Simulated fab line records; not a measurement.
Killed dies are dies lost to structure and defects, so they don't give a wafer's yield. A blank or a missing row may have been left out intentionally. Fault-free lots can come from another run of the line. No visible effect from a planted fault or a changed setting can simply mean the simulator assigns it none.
A lot that was struck, set against a sound lot :: flow n5-finfet :: 14 out of 1938 route steps
Sound: these wafers, L448.2, L448.3, L448.5. Struck: wafer L441.4; the same lot's L441.5 was not struck, so it is left out; see the end for the cause.
At each step with rows: each side's tool, then ch and its chambers, then its first start. Under that, the readings that differ: sound wafers :: struck wafers :: difference of the means :: sigmas: that difference in standard deviations of wafers without a fault.
alike: words and numbers the same on both sides, and readings whose means are apart by under 2 such deviations; not compared: readings that were withheld, readings missing a value for some wafer, numbers with overlapping values and no deviation given by the record, and bounds like >300 which may hide the same value.
Wherever a step has rows on one side only, a row that says differs or no value, or a row with sigmas, the two part there. Non-overlapping numbers with no deviation appear without sigmas and do not part them. Lack of a reading on every wafer of one side parts them only where that side has two or more wafers.

N5_BEOL_M6_CURE_75: cures SiCOH lowk, time 120 s.
  sound on uv-cure-02 ch 0, day 14 06:47; struck on uv-cure-03 ch 2, day 12 01:51
  alike: lamp-power-pct, wafer_temp_C_max
then, 1 step without rows for these wafers: N5_BEOL_M6_DEGAS_44 (time 60 s).
N5_BEOL_M6_PRE_CLEAN_45: time 30 s.
  sound: pvd-sputter-02 at day 14 07:08; struck: pvd-sputter-02 at day 12 02:30
  alike: heater-power-w, susceptor-temp-C
then, 1 step without rows for these wafers: N5_BEOL_M6_ALD_77 (deposits TaN, target thk 2 nm, pulse time 2 s, purge time 3 s).
N5_BEOL_M6_SURFACE_TREAT_79:
  sound: pvd-sputter-02 at day 14 07:43; struck: pvd-sputter-03 at day 12 03:02
  not compared: throttle-valve-pct
then, 1 step without rows for these wafers: N5_BEOL_M6_CVD_78 (deposits Co from CCTBA/H2, target thk 2 nm, time 142.3 s).
N5_BEOL_M6_SPUTTER_48: material Cu, target thk 10 nm, time 1.667 s.
  sound: pvd-sputter-03 at day 14 08:07; struck: pvd-sputter-03 at day 12 03:14
  alike: susceptor-temp-C, throttle-valve-pct
then, 1 step without rows for these wafers: N5_BEOL_M6_ECD_50 (material Cu, target thk 300 nm).
N5_BEOL_M6_ANNEAL_51: time 90 s.
  sound on rtp-anneal-01 ch 0, day 14 08:37; struck on rtp-anneal-01 ch 0, day 12 04:06
  alike: wafer_temp_C_max
then, 1 step without rows for these wafers: N5_BEOL_M6_CMP_52 (polishes, stops on SiCOH lowk, t overpolish 6.9 s, target thk 80 nm).
N5_BEOL_M6_THK_MEAS_53: measures by xrf.
  sound: film-metro-01 at day 14 09:20; struck: film-metro-01 at day 12 04:34
  alike: M6_THK
then, 1 step without rows for these wafers: N5_BEOL_M6_PRE_CLEAN_55 (time 15 s).
N5_BEOL_M6_DEP_56: deposits SiCN from 3MS/NH3, target thk 10 nm, time 17.5 s.
  sound on pecvd-03 ch 0,1, day 14 09:23; struck on pecvd-01 ch 1, day 12 04:39
reading: model.SiCN_of_BEOL_M6_DEP_56.thk-nm (nm)
sound: 10 9.8 9.8
struck: 16.6
difference: +6.7
sigmas: 
  alike: showerhead-plenum-p-Torr, throttle-valve-pct
N5_BEOL_M6_RS_MEAS_57: a four-point-probe measurement.
  sound: film-metro-01 at day 14 09:28; struck: film-metro-02 at day 12 04:42
  alike: M6_RS

WHERE THEY PART
Nowhere in this record.

WHY: what the simulator had put in
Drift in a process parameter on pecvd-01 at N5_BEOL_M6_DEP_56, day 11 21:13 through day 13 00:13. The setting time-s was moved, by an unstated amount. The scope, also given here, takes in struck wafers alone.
